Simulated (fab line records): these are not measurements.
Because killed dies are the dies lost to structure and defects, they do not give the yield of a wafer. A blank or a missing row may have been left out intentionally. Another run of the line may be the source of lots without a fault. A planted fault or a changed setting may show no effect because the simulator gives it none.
fab line records	flow n5_finfet
[record] lots = 7	wafers = 21
route steps=1938 shown BEOL_M3@941 BEOL_M4@1037 BEOL_M6@1219 BEOL_M7@1263 BEOL_M8@1348 BEOL_M9@1405
start_h: the number of hours between the record's first day and the start of the first shown wafer of the lot	wait_h: hours elapsed since this lot's preceding step	" identical to the entry in the row above	L1.1+2: one row covering several wafers at once	- value missing, or start not given	* or withheld: withheld	< > ~ a bound
route shown NAME@n: names a module that has steps shown in the file, with the first one's number in the route	usual: average and standard deviation across the fault-free wafers	same: alike in all rows	chamber/n: place in a boat	sites: each site's reading	_std_site: their standard deviation	_edge_site: inner sites' mean taken away from outer sites' mean	radius_mm: how far each site lies from the wafer's centre	mask NAME#n: copy n	behind: the last tool/chamber to shape the wafer	hold: reason for holding the lot/hours on hold/outcome of the hold	device: the transistor (n, p or np) that didn't switch	end of line: the route-end tests of the same wafers	for a step that has no rows: nothing shown but its recipe	killed: the dies lost at the first sort to structure and to defects; this is not the yield of the wafer	map: dies across one wafer; x = killed, . = not, _ = none there
set.NAME: the setting that was run; set.NAME@STEP: the one run at that earlier step	model.NAME: the simulator's own value behind a step, which no gauge read
one table per step and one row per wafer, for lots whose settings were changed on purpose
[[steps]]
[step N5_BEOL_M3_EXPOSE_08]
[recipe] mask_id = M3	na = 0.33	source_shape = dipole	sigma_inner = 0.369	sigma_outer = 0.767	polarization = unpolarized	dose_mj = 33
lot.wafer	tool	chamber	start_h	wait_h	mask	set.dose_mj
L075.3+4+5	euv_scanner-01	0	147.91	-	M3#0	33
L074.1+5	euv_scanner-02	0	162.50	-	M3#0	31.51
L074.3	"	0	"	"	M3#0	33
L082.2+3	euv_scanner-02	0	195.49	-	M3#0	34.42
L082.4	"	0	"	"	M3#0	33
L087.1+4+5	euv_scanner-02	0	235.08	-	M3#0	33
L090.2+3+4	euv_scanner-01	0	240.75	-	M3#0	33
L094.3+4+5	euv_scanner-02	0	275.05	-	M3#0	33
L097.1	euv_scanner-02	0	285.21	-	M3#0	33.74
L097.2+4	"	0	"	"	M3#0	33
[step N5_BEOL_M3_PEB_09]
[recipe] peb_temp_c = 100	peb_time_s = 60	resist = CAR-EUV
[step N5_BEOL_M3_DEVELOP_10]
[recipe] develop_time_s = 30	developer = TMAH	resist = CAR-EUV	rinse_liquid = surfactant_rinse	dry = air_spin	dev_temp_c = 23
[step N5_BEOL_M3_DESCUM_16]
[recipe] chemistry = O2	time_s = 7	source_power_w = 50	bias_power_w = 20	pressure_mtorr = 20	rf_frequency_hz = 2.712e+07	temp_c = 40	resist = CAR-EUV	o2_flow_sccm = 225
[step N5_BEOL_M3_ETCH_74]
[recipe] chemistry = N2/H2	target = underlayer	target_depth_a = 65	mask_material = CAR-EUV	time_s = 5.2	ion_energy_ev = 200	pressure_mtorr = 30	source_w = 840	bias_w = 150	n2_flow_sccm = 200	h2_flow_sccm = 200	ends = cleared
lot.wafer	tool	chamber	start_h	wait_h	set.dose_mj@BEOL_M3_EXPOSE_08	model.BEOL_M3.cd_offset_nm
L075.3+4	rie_diel-06	2,0	148.22	0.0	33	-0.2
L075.5	"	3	"	"	33	-0.4
L074.1+5	rie_diel-03	3,0	162.86	0.0	31.51	-1.2
L074.3	"	1	"	"	33	-0.6
L082.2	rie_diel-04	1	195.77	0.0	34.42	1
L082.3	"	0	"	"	34.42	0.8
L082.4	"	2	"	"	33	-0.2
L087.1+5	rie_diel-03	3,1	235.37	0.0	33	0
L087.4	"	2	"	"	33	-0.2
L090.2+3+4	rie_diel-04	3,1,3	241.04	0.0	33	0
L094.3+5	rie_diel-04	2,3	275.32	0.0	33	-0.2
L094.4	"	1	"	"	33	-0.4
L097.1	rie_diel-04	0	285.49	0.0	33.74	0.4
L097.2	"	1	"	"	33	0
L097.4	"	3	"	"	33	0.2
[step N5_BEOL_M3_SPUTTER_81]
[recipe] material = Cu	target_thk_a = 45	temp_c = -20	chamber_pressure_pa = 0.07	power_w = withheld	time_s = 8.29
lot.wafer	tool	chamber	start_h	wait_h	set.time_s	model.Cu_of_BEOL_M3_SPUTTER_81.thk_nm
L075.3	pvd_sputter-01	-	172.80	0.1	7.973	4.4
L075.4	"	-	"	"	7.973	-
L075.5	"	-	"	"	8.29	4.4
L074.1	pvd_sputter-03	-	176.71	0.1	7.574	4
L074.3	"	-	"	"	8.29	4.6
L074.5	"	-	"	"	7.574	-
L082.2+3	pvd_sputter-01	-	206.74	0.1	8.29	4.4
L082.4	"	-	"	"	8.29	4.6
L087.1+4	pvd_sputter-01	-	251.82	0.1	8.29	4.4
L087.5	"	-	"	"	8.886	-
L090.2	pvd_sputter-01	-	254.21	0.1	8.944	5
L090.3+4	"	-	"	"	8.29	4.4
L094.3	pvd_sputter-03	-	285.99	0.1	8.29	4.4
L094.4+5	"	-	"	"	8.29	4.6
L097.1+4	pvd_sputter-03	-	298.58	0.1	7.523	4
L097.2	"	-	"	"	7.523	-
[step N5_BEOL_M4_DESCUM_16]
[recipe] chemistry = O2	time_s = 7	source_power_w = 50	bias_power_w = 20	pressure_mtorr = 20	rf_frequency_hz = 2.712e+07	temp_c = 40	resist = CAR-EUV	o2_flow_sccm = 225
lot.wafer	tool	chamber	start_h	wait_h	set.time_s	model.CAR-EUV_of_BEOL_M4_COAT_05.thk_nm
L075.3+4	rie_diel-01	3,2	176.23	0.1	8.223	25.4
L075.5	"	1	"	"	7	26
L074.1+5	rie_diel-01	0	180.19	0.3	7	26.2
L074.3	"	1	"	"	7	26
L082.2	rie_diel-02	1	210.41	0.0	7.91	25.8
L082.3	"	2	"	"	7	26
L082.4	"	0	"	"	7.91	25.6
L087.1+5	rie_diel-02	0	257.01	0.0	7	26
L087.4	"	1	"	"	8.129	25.4
L090.2+4	rie_diel-05	0	257.88	0.0	7.714	26
L090.3	"	1	"	"	7	26.4
L094.3+5	rie_diel-01	2	290.24	0.0	7	26
L094.4	"	1	"	"	7	26.2
L097.1	rie_diel-05	2	302.24	0.0	5.905	26.8
L097.2+4	"	0,3	"	"	7	26.2
[step N5_BEOL_M4_COAT_76]
[recipe] resist = underlayer	temp_c = 205	time_s = 60	spin_rpm = 1500	resist_thk_nm = 5
lot.wafer	tool	chamber	start_h	wait_h	set.spin_rpm
L075.3	litho_track-05	0	-	-	1366
L075.4+5	"	0	"	"	1500
L074.1+3+5	litho_track-03	0	-	-	1500
L082.2+3+4	litho_track-03	0	-	-	1500
L087.1+5	litho_track-05	0	-	-	1500
L087.4	"	0	"	"	1409
L090.2+4	litho_track-03	0	-	-	1500
L090.3	"	0	"	"	1381
L094.3+4+5	litho_track-05	0	-	-	1500
L097.1+2	litho_track-03	0	-	-	1500
L097.4	"	0	"	"	1580
[step N5_BEOL_M4_COAT_22]
[recipe] resist = CAR-EUV	spin_rpm = 1500	resist_thk_nm = 30
[step N5_BEOL_M4_EBR_24]
[recipe] solvent = PGMEA	ebr_width_mm = 1.5
[step N5_BEOL_M4_DESCUM_33]
[recipe] chemistry = O2	time_s = 7	source_power_w = 50	bias_power_w = 20	pressure_mtorr = 20	rf_frequency_hz = 2.712e+07	temp_c = 40	resist = CAR-EUV	o2_flow_sccm = 225
[step N5_BEOL_M4_ETCH_77]
[recipe] chemistry = N2/H2	target = underlayer	target_depth_a = 65	mask_material = CAR-EUV	time_s = 5.2	ion_energy_ev = 200	pressure_mtorr = 30	source_w = 840	bias_w = 150	n2_flow_sccm = 200	h2_flow_sccm = 200	ends = cleared
lot.wafer	tool	chamber	start_h	wait_h	set.spin_rpm@BEOL_M4_COAT_76	model.etch.depth_nm
L075.3	rie_diel-05	1	177.17	0.0	1366	5.259
L075.4	"	0	"	"	1500	5.021
L075.5	"	3	"	"	1500	5.012
L074.1	rie_diel-01	1	181.12	0.0	1500	4.998
L074.3+5	"	3	"	"	1500	5.015
L082.2	rie_diel-05	2	211.33	0.0	1500	4.998
L082.3	"	3	"	"	1500	4.989
L082.4	"	3	"	"	1500	4.986
L087.1	rie_diel-01	0	257.92	0.0	1500	4.986
L087.4	"	1	"	"	1409	5.156
L087.5	"	0	"	"	1500	4.995
L090.2	rie_diel-02	1	258.79	0.0	1500	4.974
L090.3	"	3	"	"	1381	5.185
L090.4	"	0	"	"	1500	4.975
L094.3	rie_diel-02	2	291.18	0.0	1500	4.995
L094.4	"	1	"	"	1500	4.998
L094.5	"	2	"	"	1500	4.997
L097.1	rie_diel-01	2	303.24	0.0	1500	5.004
L097.2	"	0	"	"	1500	4.999
L097.4	"	3	"	"	1580	4.88
[step N5_BEOL_M6_COAT_64]
[recipe] resist = SiARC	temp_c = 220	time_s = 60	spin_rpm = 1500	resist_thk_nm = 12
lot.wafer	tool	chamber	start_h	wait_h	set.spin_rpm	model.SiARC_of_BEOL_M6_COAT_64.thk_nm
L075.3+5	litho_track-04	0	-	-	1500	12
L075.4	"	0	"	"	1565	11.8
L074.1+5	litho_track-03	0	-	-	1500	12
L074.3	"	0	"	"	1581	11.6
L082.2+3+4	litho_track-02	0	-	-	1500	12
L087.1	litho_track-02	0	-	-	1500	12
L087.4+5	"	0	"	"	1562	11.8
L090.2+3+4	litho_track-04	0	-	-	1500	12
L094.3+4+5	litho_track-04	0	-	-	1500	12
L097.1+2	litho_track-03	0	-	-	1365	12.6
L097.4	"	0	"	"	1500	12
[step N5_BEOL_M6_COAT_71]
[recipe] resist = underlayer	temp_c = 205	time_s = 60	spin_rpm = 1500	resist_thk_nm = 5
[step N5_BEOL_M6_COAT_22]
[recipe] resist = CAR-EUV	spin_rpm = 1500	resist_thk_nm = 30
[step N5_BEOL_M6_DESCUM_33]
[recipe] chemistry = O2	time_s = 7	source_power_w = 50	bias_power_w = 20	pressure_mtorr = 20	rf_frequency_hz = 2.712e+07	temp_c = 40	resist = CAR-EUV	o2_flow_sccm = 225
[step N5_BEOL_M6_ETCH_72]
[recipe] chemistry = N2/H2	target = underlayer	target_depth_a = 65	mask_material = CAR-EUV	time_s = 5.2	ion_energy_ev = 200	pressure_mtorr = 30	source_w = 840	bias_w = 150	n2_flow_sccm = 200	h2_flow_sccm = 200	ends = cleared
[step N5_BEOL_M6_ETCH_65]
[recipe] chemistry = CF4	target = SiARC	target_depth_a = 156	mask_material = CAR-EUV	time_s = 26	ion_energy_ev = 80	pressure_mtorr = 40	source_w = 545	bias_w = 36	Ar_flow_sccm = 100	cf4_flow_sccm = 100	ends = cleared
lot.wafer	tool	chamber	start_h	wait_h	set.spin_rpm@BEOL_M6_COAT_64	model.etch.depth_nm
L075.3	rie_diel-01	2	202.17	0.0	1500	12.01
L075.4	"	0	"	"	1565	11.79
L075.5	"	1	"	"	1500	12.06
L074.1	rie_diel-02	1	204.86	0.0	1500	12.03
L074.3	"	0	"	"	1581	11.65
L074.5	"	0	"	"	1500	11.97
L082.2	rie_diel-05	0	245.33	0.0	1500	11.96
L082.3+4	"	2,1	"	"	1500	11.99
L087.1	rie_diel-01	0	283.42	0.0	1500	12
L087.4	"	3	"	"	1562	11.73
L087.5	"	3	"	"	1562	11.74
L090.2	rie_diel-02	3	283.49	0.0	1500	12.06
L090.3	"	2	"	"	1500	12.04
L090.4	"	1	"	"	1500	12.01
L094.3+5	rie_diel-02	2,1	319.18	0.0	1500	12.01
L094.4	"	1	"	"	1500	12.02
L097.1	rie_diel-01	0	333.77	0.0	1365	12.65
L097.2	"	1	"	"	1365	12.6
L097.4	"	3	"	"	1500	12.08
[step N5_BEOL_M7_ILD_DEP_00]
[recipe] material = SiCOH_lowk	target_thk_a = 1797.5	temp_c = 300	precursor = DEMS/porogen	pressure_torr = 5	rf_w = 500	time_s = 33.4
lot.wafer	tool	chamber	start_h	wait_h	set.time_s	model.SiCOH_lowk_of_BEOL_M7_ILD_DEP_00.thk_nm
L075.3	pecvd-04	0	205.88	0.0	33.4	179.4
L075.4	"	2	"	"	33.4	181.4
L075.5	"	1	"	"	35.13	187.2
L074.1	pecvd-01	0	207.71	0.0	33.4	180.4
L074.3	"	1	"	"	33.4	177.2
L074.5	"	2	"	"	33.4	182.8
L082.2	pecvd-03	1	251.24	0.0	36.43	194
L082.3	"	0	"	"	36.43	193.6
L082.4	"	1	"	"	33.4	181
L090.2	pecvd-03	2	287.92	0.0	36.6	197.4
L090.3	"	1	"	"	36.6	194.4
L090.4	"	0	"	"	33.4	182.6
L087.1	pecvd-04	0	288.10	0.0	29.59	156.8
L087.4	"	2	"	"	29.59	161.6
L087.5	"	0	"	"	29.59	162.6
L094.3	pecvd-03	1	323.41	0.0	33.4	180.8
L094.4	"	0	"	"	33.4	182.6
L094.5	"	2	"	"	33.4	183.6
L097.1	pecvd-01	0	338.19	0.0	33.4	178.4
L097.2	"	2	"	"	33.4	179.6
L097.4	"	0	"	"	33.4	178.6
[step N5_BEOL_M7_CURE_74]
[recipe] temp_c = 385	time_s = 240	ambient = He/Ar	material = SiCOH_lowk
lot.wafer	tool	chamber	start_h	wait_h	set.time_s@BEOL_M7_ILD_DEP_00	model.SiCOH_lowk_of_BEOL_M7_ILD_DEP_00.thk_nm
L075.3	uv_cure-03	1	206.11	0.2	33.4	154.8
L075.4	"	1	"	"	33.4	156.4
L075.5	"	1	"	"	35.13	161.4
L074.1	uv_cure-01	1	207.77	0.0	33.4	155.6
L074.3	"	1	"	"	33.4	152.8
L074.5	"	1	"	"	33.4	157.6
L082.2	uv_cure-01	1	251.39	0.1	36.43	167.4
L082.3	"	1	"	"	36.43	167
L082.4	"	1	"	"	33.4	156.2
L090.2	uv_cure-03	1	288.07	0.1	36.6	170.4
L090.3	"	1	"	"	36.6	167.8
L090.4	"	1	"	"	33.4	157.6
L087.1	uv_cure-02	1	288.16	0.0	29.59	135
L087.4	"	1	"	"	29.59	139.2
L087.5	"	1	"	"	29.59	140.2
L094.3	uv_cure-03	2	323.64	0.2	33.4	156
L094.4	"	2	"	"	33.4	157.4
L094.5	"	2	"	"	33.4	158.4
L097.1	uv_cure-01	0	338.26	0.0	33.4	153.8
L097.2	"	0	"	"	33.4	155
L097.4	"	0	"	"	33.4	154
[step N5_BEOL_M7_THK_MEAS_01]
[recipe] reads = SiCOH_lowk_of_BEOL_M7_ILD_DEP_00
[usual] M7_ILD_THK = 155.2/2
lot.wafer	tool	chamber	start_h	wait_h	set.time_s@BEOL_M7_ILD_DEP_00	M7_ILD_THK[nm]
L075.3	film_metro-02	-	206.46	0.3	33.4	154.8
L075.4	"	-	"	"	33.4	156.4
L075.5	"	-	"	"	35.13	161.4
L074.1	film_metro-02	-	208.29	0.4	33.4	155.5
L074.3	"	-	"	"	33.4	152.7
L074.5	"	-	"	"	33.4	157.6
L082.2	film_metro-02	-	251.82	0.4	36.43	167.4
L082.3	"	-	"	"	36.43	166.8
L082.4	"	-	"	"	33.4	156.3
L090.2	film_metro-02	-	288.50	0.4	36.6	170.2
L090.3	"	-	"	"	36.6	167.7
L090.4	"	-	"	"	33.4	157.4
L087.1	film_metro-02	-	288.67	0.4	29.59	135.0
L087.4	"	-	"	"	29.59	139.2
L087.5	"	-	"	"	29.59	140.0
L094.3	film_metro-02	-	323.99	0.3	33.4	156.0
L094.4	"	-	"	"	33.4	157.5
L094.5	"	-	"	"	33.4	158.5
L097.1	film_metro-01	-	338.77	0.4	33.4	153.9
L097.2	"	-	"	"	33.4	154.9
L097.4	"	-	"	"	33.4	153.9
[step N5_BEOL_M7_PECVD_70]
[recipe] material = SiO2	target_thk_a = 200	temp_c = 400	precursor = TEOS/O2	pressure_torr = 5.5	rf_w = 450	teos_flow_sccm = 53.8	gas = O2	flow_sccm = 3000	time_s = 22.7
lot.wafer	tool	chamber	start_h	wait_h	set.temp_c	model.SiO2_of_BEOL_M7_PECVD_70.thk_nm
L075.3	pecvd-01	1	206.50	0.0	400	20.2
L075.4	"	1	"	"	406.3	19.4
L075.5	"	0	"	"	400	20
L074.1	pecvd-04	1	208.32	0.0	400	20
L074.3+5	"	0	"	"	400	20.2
L082.2	pecvd-03	1	251.86	0.0	400	19.4
L082.3	"	0	"	"	382	22
L082.4	"	0	"	"	382	22.4
L090.2	pecvd-03	0	288.54	0.0	384.6	21.8
L090.3	"	1	"	"	400	19.8
L090.4	"	2	"	"	400	20
L087.1	pecvd-04	1	288.71	0.0	410	18.4
L087.4	"	0	"	"	410	18.6
L087.5	"	1	"	"	400	20.2
L094.3+4	pecvd-01	2,0	324.02	0.0	400	19.6
L094.5	"	2	"	"	400	19.8
L097.1+2+4	pecvd-03	2,1,2	338.81	0.0	400	19.8
[step N5_BEOL_M7_HM_DEP_02]
[recipe] material = TiN	target_thk_a = 200	temp_c = 25	chamber_pressure_pa = 0.49996
[step N5_BEOL_M7_COAT_59]
[recipe] resist = SOC	temp_c = 250	time_s = 60	spin_rpm = 1500	resist_thk_nm = 100
[step N5_BEOL_M7_STRIP_80]
[recipe] chemistry = N2/H2	time_s = 10	power_w = 450	temp_c = 40	pressure_mtorr = 20	rf_frequency_hz = 6e+07	bias_power_w = 7	n2_flow_sccm = 200	h2_flow_sccm = 200
[step N5_BEOL_M7_HM_STRIP_39]
[recipe] chemistry = peroxide_tin_strip	material = TiN	target_depth_a = 250	temp_c = 50	time_s = 158
lot.wafer	tool	chamber	start_h	wait_h	set.temp_c@BEOL_M7_PECVD_70	model.SiO2_of_BEOL_M7_PECVD_70.thk_nm
L075.3+5	wet_bench-01	0,4	211.28	0.0	400	20
L075.4	"	7	"	"	406.3	19.2
L074.1+3+5	wet_bench-05	7,3,2	211.33	0.0	400	20
L082.2	wet_bench-01	0	256.27	0.0	400	19.2
L082.3	"	2	"	"	382	21.8
L082.4	"	4	"	"	382	22.2
L090.2	wet_bench-03	5	293.09	0.0	384.6	21.6
L090.3	"	7	"	"	400	19.6
L090.4	"	1	"	"	400	20
L087.1+4	wet_bench-05	6,0	293.28	0.0	410	18.4
L087.5	"	1	"	"	400	20
L094.3+4	wet_bench-01	1,2	331.47	0.0	400	19.4
L094.5	"	4	"	"	400	19.8
L097.1+2	wet_bench-05	0,4	342.90	0.0	400	19.6
L097.4	"	3	"	"	400	19.8
[step N5_BEOL_M8_DESCUM_16]
[recipe] chemistry = O2	time_s = 7.9	source_power_w = 50	bias_power_w = 20	pressure_mtorr = 20	rf_frequency_hz = 2.712e+07	temp_c = 40	resist = CAR-ArF	o2_flow_sccm = 225
lot.wafer	tool	chamber	start_h	wait_h	set.time_s	model.CAR-ArF_of_BEOL_M8_COAT_05.thk_nm
L075.3+4	rie_diel-05	1,2	217.17	0.2	7.9	83.8
L075.5	"	3	"	"	9.024	83
L074.1+5	rie_diel-01	1,2	217.54	0.4	6.959	84
L074.3	"	2	"	"	6.959	84.4
L082.2	rie_diel-05	3	260.89	0.0	7.9	83.2
L082.3+4	"	1,0	"	"	7.9	83.6
L090.2+4	rie_diel-01	1,3	297.81	0.2	7.9	83.8
L090.3	"	0	"	"	9.079	83
L087.1	rie_diel-01	2	298.06	0.0	9.211	82.2
L087.4	"	1	"	"	7.9	83
L087.5	"	2	"	"	9.211	82
L094.3+5	rie_diel-01	3,2	336.00	0.0	7.9	83.6
L094.4	"	2	"	"	7.9	83.4
L097.1	rie_diel-01	2	350.24	0.0	7.9	83.4
L097.2	"	1	"	"	7.9	83.6
L097.4	"	2	"	"	7.9	83.8
[step N5_BEOL_M8_ETCH_61]
[recipe] chemistry = CF4	target = SiARC	target_depth_a = 455	mask_material = CAR-ArF	time_s = 75.8	ion_energy_ev = 80	pressure_mtorr = 40	source_w = 545	bias_w = 36	Ar_flow_sccm = 100	cf4_flow_sccm = 100	ends = cleared
lot.wafer	tool	chamber	start_h	wait_h	set.time_s@BEOL_M8_DESCUM_16	model.CAR-ArF_of_BEOL_M8_COAT_05.thk_nm
L075.3	rie_diel-05	1	217.20	0.0	7.9	51
L075.4	"	2	"	"	7.9	51.2
L075.5	"	3	"	"	9.024	50.2
L074.1	rie_diel-01	1	217.57	0.0	6.959	51.2
L074.3	"	2	"	"	6.959	51.8
L074.5	"	2	"	"	6.959	51.4
L082.2	rie_diel-05	3	260.92	0.0	7.9	50.8
L082.3+4	"	1,0	"	"	7.9	51
L090.2	rie_diel-01	1	297.84	0.0	7.9	51.4
L090.3	"	0	"	"	9.079	50.4
L090.4	"	3	"	"	7.9	51.2
L087.1	rie_diel-01	2	298.10	0.0	9.211	49.8
L087.4	"	1	"	"	7.9	50.6
L087.5	"	2	"	"	9.211	49.4
L094.3+4+5	rie_diel-01	3,2,2	336.03	0.0	7.9	51
L097.1	rie_diel-01	2	350.28	0.0	7.9	50.8
L097.2	"	1	"	"	7.9	51
L097.4	"	2	"	"	7.9	51.2
[step N5_BEOL_M8_COAT_22]
[recipe] resist = CAR-EUV	spin_rpm = 1500	resist_thk_nm = 30
lot.wafer	tool	chamber	start_h	wait_h	set.spin_rpm	model.CAR-EUV_of_BEOL_M8_COAT_22.thk_nm
L075.3	litho_track-01	0	-	-	1500	30
L075.4+5	"	0	"	"	1367	31.4
L074.1+5	litho_track-03	0	-	-	1356	31.6
L074.3	"	0	"	"	1500	30
L082.2+4	litho_track-01	0	-	-	1500	30
L082.3	"	0	"	"	1545	29.6
L090.2+3	litho_track-01	0	-	-	1641	28.6
L090.4	"	0	"	"	1500	30
L087.1+4+5	litho_track-02	0	-	-	1500	30
L094.3+4+5	litho_track-02	0	-	-	1500	29.8
L097.1	litho_track-01	0	-	-	1500	30.2
L097.2+4	"	0	"	"	1500	30
[step N5_BEOL_M8_EBR_24]
[recipe] solvent = PGMEA	ebr_width_mm = 1.5
[step N5_BEOL_M8_SOFTBAKE_23]
[recipe] temp_c = 110	time_s = 60	resist = CAR-EUV
[step N5_BEOL_M8_DESCUM_33]
[recipe] chemistry = O2	time_s = 7	source_power_w = 50	bias_power_w = 20	pressure_mtorr = 20	rf_frequency_hz = 2.712e+07	temp_c = 40	resist = CAR-EUV	o2_flow_sccm = 225
lot.wafer	tool	chamber	start_h	wait_h	set.spin_rpm@BEOL_M8_COAT_22	model.CAR-EUV_of_BEOL_M8_COAT_22.thk_nm
L075.3	rie_diel-01	2	219.95	0.0	1500	26
L075.4+5	"	3,2	"	"	1367	27.4
L074.1	rie_diel-02	0	220.22	0.3	1356	27.6
L074.3	"	1	"	"	1500	26.2
L074.5	"	0	"	"	1356	27.8
L082.2	rie_diel-05	0	262.33	0.0	1500	26.2
L082.3	"	1	"	"	1545	25.6
L082.4	"	0	"	"	1500	26
L090.2+3	rie_diel-01	2,1	299.77	0.0	1641	24.8
L090.4	"	3	"	"	1500	26
L087.1+5	rie_diel-01	0	300.63	0.6	1500	26.2
L087.4	"	1	"	"	1500	26
L094.3+5	rie_diel-01	3,1	337.93	0.9	1500	25.8
L094.4	"	0	"	"	1500	26
L097.1	rie_diel-02	3	352.75	0.0	1500	26.2
L097.2+4	"	2,0	"	"	1500	26
[step N5_BEOL_M9_HM_DEP_02]
[recipe] material = TiN	target_thk_a = 200	temp_c = 25	chamber_pressure_pa = 0.49996
lot.wafer	tool	chamber	start_h	wait_h	set.target_thk_a	model.TiN_of_BEOL_M9_HM_DEP_02.thk_nm
L075.3+4	pvd_sputter-02	-	224.46	1.1	200	19.8
L075.5	"	-	"	"	200	20
L074.1	pvd_sputter-03	-	224.80	0.8	200	20.4
L074.3	"	-	"	"	189.5	19.2
L074.5	"	-	"	"	189.5	19.4
L082.2	pvd_sputter-03	-	268.61	0.2	183.7	18.6
L082.3	"	-	"	"	183.7	18.4
L082.4	"	-	"	"	200	20.2
L090.2	pvd_sputter-01	-	303.93	0.5	215.2	21.6
L090.3	"	-	"	"	200	20
L090.4	"	-	"	"	200	19.8
L087.1	pvd_sputter-03	-	306.28	1.4	200	19.8
L087.4+5	"	-	"	"	200	20
L094.3+4	pvd_sputter-02	-	343.08	0.5	200	20.2
L094.5	"	-	"	"	200	20.4
L097.1+4	pvd_sputter-03	-	359.26	2.5	181.6	18.4
L097.2	"	-	"	"	200	20.2
[[key]]
[split] step = N5_BEOL_M3_EXPOSE_08	setting = dose_mj	stated = 33	by = wafer
[response] step = N5_BEOL_M3_ETCH_74	reading = model.BEOL_M3.cd_offset_nm	change = +0.185	per = 1%	r = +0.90
[split] step = N5_BEOL_M3_SPUTTER_81	setting = time_s	stated = 8.29	by = wafer
[response] step = N5_BEOL_M3_SPUTTER_81	reading = model.Cu_of_BEOL_M3_SPUTTER_81.thk_nm	change = +0.0667	per = 1%	r = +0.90
[split] step = N5_BEOL_M4_DESCUM_16	setting = time_s	stated = 7	by = wafer
[response] step = N5_BEOL_M4_DESCUM_16	reading = model.CAR-EUV_of_BEOL_M4_COAT_05.thk_nm	change = -0.0346	per = 1%	r = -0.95
[split] step = N5_BEOL_M4_COAT_76	setting = spin_rpm	stated = 1500	by = wafer
[response] step = N5_BEOL_M4_ETCH_77	reading = model.etch.depth_nm	change = -0.0264	per = 1%	r = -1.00
[split] step = N5_BEOL_M6_COAT_64	setting = spin_rpm	stated = 1500	by = wafer
[response] step = N5_BEOL_M6_COAT_64	reading = model.SiARC_of_BEOL_M6_COAT_64.thk_nm	change = -0.0634	per = 1%	r = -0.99
[response] step = N5_BEOL_M6_ETCH_65	reading = model.etch.depth_nm	change = -0.0613	per = 1%	r = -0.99
[split] step = N5_BEOL_M7_ILD_DEP_00	setting = time_s	stated = 33.4	by = wafer
[response] step = N5_BEOL_M7_ILD_DEP_00	reading = model.SiCOH_lowk_of_BEOL_M7_ILD_DEP_00.thk_nm	change = +1.39	per = 1%	r = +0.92
[response] step = N5_BEOL_M7_CURE_74	reading = model.SiCOH_lowk_of_BEOL_M7_ILD_DEP_00.thk_nm	change = +1.19	per = 1%	r = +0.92
[response] step = N5_BEOL_M7_THK_MEAS_01	reading = M7_ILD_THK	change = +1.19	per = 1%	r = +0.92
[split] step = N5_BEOL_M7_PECVD_70	setting = temp_c	stated = 400	by = wafer
[response] step = N5_BEOL_M7_PECVD_70	reading = model.SiO2_of_BEOL_M7_PECVD_70.thk_nm	change = -0.577	per = 1%	r = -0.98
[response] step = N5_BEOL_M7_HM_STRIP_39	reading = model.SiO2_of_BEOL_M7_PECVD_70.thk_nm	change = -0.566	per = 1%	r = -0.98
[split] step = N5_BEOL_M8_DESCUM_16	setting = time_s	stated = 7.9	by = wafer
[response] step = N5_BEOL_M8_DESCUM_16	reading = model.CAR-ArF_of_BEOL_M8_COAT_05.thk_nm	change = -0.0546	per = 1%	r = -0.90
[response] step = N5_BEOL_M8_ETCH_61	reading = model.CAR-ArF_of_BEOL_M8_COAT_05.thk_nm	change = -0.0611	per = 1%	r = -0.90
[split] step = N5_BEOL_M8_COAT_22	setting = spin_rpm	stated = 1500	by = wafer
[response] step = N5_BEOL_M8_COAT_22	reading = model.CAR-EUV_of_BEOL_M8_COAT_22.thk_nm	change = -0.157	per = 1%	r = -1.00
[response] step = N5_BEOL_M8_DESCUM_33	reading = model.CAR-EUV_of_BEOL_M8_COAT_22.thk_nm	change = -0.148	per = 1%	r = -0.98
[split] step = N5_BEOL_M9_HM_DEP_02	setting = target_thk_a	stated = 200	by = wafer
[response] step = N5_BEOL_M9_HM_DEP_02	reading = model.TiN_of_BEOL_M9_HM_DEP_02.thk_nm	change = +0.208	per = 1%	r = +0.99
